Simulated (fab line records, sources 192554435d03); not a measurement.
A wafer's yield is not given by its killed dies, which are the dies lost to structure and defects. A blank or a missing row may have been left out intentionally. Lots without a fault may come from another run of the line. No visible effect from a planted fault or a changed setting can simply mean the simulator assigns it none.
Comparing a struck lot with a sound one	flow n5 finfet	38 steps out of a route of 1938
Sound: wafers L406.3, L406.4, L406.5. The struck wafers were L408.3, L408.5, L408.6. The cause comes at the end.
Each step with rows lists, per side, the tool, then ch with its chambers, then its first start. Under that, the readings that differ: sound wafers	struck wafers	difference of the means	sigmas: that difference in standard deviations of wafers without a fault.
alike: readings whose means differ by less than 2 such deviations, and words and numbers that are the same on both sides. not compared: withheld readings, readings that some wafer has no value for, bounds like >300 that may hide the same value, and numbers for which the record gives no deviation and whose values overlap.
A row with sigmas, a row that says differs or no value, or rows on one side alone: a step with any of these is where the two part. Numbers that don't overlap but have no deviation are shown without sigmas and don't part them. Lack of a reading on every wafer of one side parts them only where that side has two or more wafers.

first, 8 steps without rows for these wafers: N5_MOL_CONTACT_COAG_PRECLEAN_138 (cleans in alkaline clean, time 60 s); N5_MOL_CONTACT_COAG_SRD_139 (time 30 s); N5_MOL_CONTACT_COAG_PRE_CLEAN_121; N5_MOL_CONTACT_COAG_CVD_140 (deposits W, target thk 66.5 nm, time 215 s); N5_MOL_CONTACT_COAG_PRECLEAN_127 (cleans in DIW, time 57.5 s); N5_MOL_CONTACT_COAG_SRD_128 (dry time 32 s); N5_MOL_CONTACT_COAG_CMP_52 (polishes, stops on SiO2, t overpolish 1.5 s, target thk 66.5 nm); N5_MOL_CONTACT_COAG_ANNEAL_112 (time 1800 s).
N5_BEOL_M0_SAQP_PECVD_00: deposits SiCN from 3MS/NH3, target thk 8 nm, time 14 s.
  sound on pecvd-03 ch 0,1,2, day 8 13:49; struck on pecvd-02 ch 0,2, day 9 01:43
  no value came back on the struck wafers for chamber pressure Torr (Torr), rf fwd power W (W), showerhead plenum p Torr (Torr), throttle valve pct (%); on the sound wafers chamber pressure Torr (Torr) reads 3.006 3.007 2.994
then, 25 steps without rows for these wafers: N5_BEOL_M0_SAQP_ILD_DEP_01 (deposits SiOC from DEMS/O2, target thk 45.419 nm, time 8.7 s); N5_BEOL_M0_SAQP_HM_DEP_02 (deposits TiN, target thk 12 nm); N5_BEOL_M0_SAQP_PECVD_03 (deposits SiCN from 3MS/NH3, target thk 12 nm, time 21.1 s); N5_BEOL_M0_SAQP_PECVD_96 (deposits a-Si from SiH4/He, target thk 45 nm, time 45.2 s); N5_BEOL_M0_SAQP_PECVD_97 (deposits SiNx from SiH4/NH3/N2, target thk 23 nm, time 19.9 s); N5_BEOL_M0_SAQP_PECVD_04 (deposits a-Si from SiH4/He, target thk 60 nm, time 60.2 s); N5_BEOL_M0_SAQP_HM_DEP_111 (deposits SiO2 from SiH4/N2O, target thk 12 nm, time 7.2 s); N5_BEOL_M0_SAQP_COAT_81 (time 60 s, resist thk 100 nm); N5_BEOL_M0_SAQP_COAT_82 (time 60 s, resist thk 30 nm); N5_BEOL_M0_SAQP_COAT_08 (resist thk 90 nm); N5_BEOL_M0_SAQP_EBR_10; N5_BEOL_M0_SAQP_SOFTBAKE_09 (time 60 s); N5_BEOL_M0_SAQP_EXPOSE_11 (exposes mask M0 CORE, target cd 42 nm); N5_BEOL_M0_SAQP_PEB_12 (peb time 60 s); N5_BEOL_M0_SAQP_DEVELOP_13 (develop time 30 s); N5_BEOL_M0_SAQP_DESCUM_19 (chemistry O2, time 7.9 s); N5_BEOL_M0_SAQP_ETCH_83 (etches SiARC in CF4, target depth 39 nm, time 65 s); N5_BEOL_M0_SAQP_ETCH_84 (etches SOC in N2/H2, target depth 100 nm, overetch 20 nm, time 150 s); N5_BEOL_M0_SAQP_STRIP_80 (strips in N2/H2); N5_BEOL_M0_SAQP_HM_OPEN_112 (chemistry CHF3/O2, target SiO2, stops on a-Si, target depth 12 nm, time 13.5 s); N5_BEOL_M0_SAQP_STRIP_113 (strips in CHF3/O2); N5_BEOL_M0_SAQP_MANDREL_ETCH_20 (etches a-Si in HBr/Cl2, stops on SiNx, target depth 60 nm, bt time 10 s, time 30 s); N5_BEOL_M0_SAQP_STRIP_86 (strips in N2/H2); N5_BEOL_M0_SAQP_STRIP_115 (strips in post etch residue remover, time 60 s); N5_BEOL_M0_SAQP_SRD_93 (time 30 s).
N5_BEOL_M0_ETCH_109: etches SiCN in CH3F/O2, target depth 8 nm, overetch 2.4 nm, time 27.4 s.
  sound on rie diel-01 ch 0,1,2, day 9 01:11; struck on rie diel-03 ch 0,3, day 9 10:00
reading	sound	struck	difference	sigmas
oes product au (a.u.)	0.71 0.72 0.64	0.29 0.30 0.26	-0.41	-6
model.etch.depth nm (nm)	8.011 8.213 7.922	0 0 0	-8	
  alike: drypump motor current A, rf vpp V, showerhead plenum p Torr, throttle valve pct
  not compared: rf hours counter h
N5_BEOL_M0_RS_MEAS_126: measurement is done with a four-point probe.
  sound on film metro-02, day 9 04:15; struck on film metro-02, day 9 14:52
reading	sound	struck	difference	sigmas
M0_RS (ohm/sq)	0.519 0.538 0.545	0.682 0.636 0.663	+0.126	+6
-- here the record skips 6 days between the struck wafers' starts before and after, leaving off in module BEOL_M0 and picking up in module BEOL_M4 (first step shown: number 1111 of the route) --
N5_BEOL_M4_RC_MEAS_101:
  sound on prober-02 ch 0, day 15 09:07; struck on prober-01 ch 0, day 15 09:01
  alike: DIBL_N, DIBL_P, IOFF_N, IOFF_P, ION_N, ION_P, SS_N, SS_P, VT_N, VT_P
-- the record jumps here: 5 days lie between the struck wafers' starts before and after (it left off in module BEOL_M4 and takes up again in module PASSIVATION, whose first step shown is number 1936 of the route) --
N5_PASSIVATION_PROBE_49:
  sound on prober-01, day 20 12:02; struck on prober-02, day 20 11:42
reading	sound	struck	difference	sigmas
defect limited yield (%)	92.8 91.9 89.5	68.1 69.4 70.4	-22.1	-14
killed_at_M0_to_M3	35 45 58	325 293 288	+256	+23
killed dies	85 96 124	377 361 349	+261	+14
killed on rim	10 16 14	43 14 32	+16	+4
sort_bin_5_function (%)	4.2 4.2 6.4	29.0 27.2 26.4	+22.6	+23
sort n pass	1095 1084 1056	803 819 831	-261	-13
sort yield pct (%)	92.8 91.9 89.5	68.1 69.4 70.4	-22.1	-13
  alike: killed_at_M4_up, killed at contacts, killed at front end, killed at other, killed open, killed short, sort_bin_6_memory

## WHERE THEY PART
At N5_BEOL_M0_SAQP_PECVD_00 first; at N5_PASSIVATION_PROBE_49 last (within this record only).

WHY: what the simulator had put in
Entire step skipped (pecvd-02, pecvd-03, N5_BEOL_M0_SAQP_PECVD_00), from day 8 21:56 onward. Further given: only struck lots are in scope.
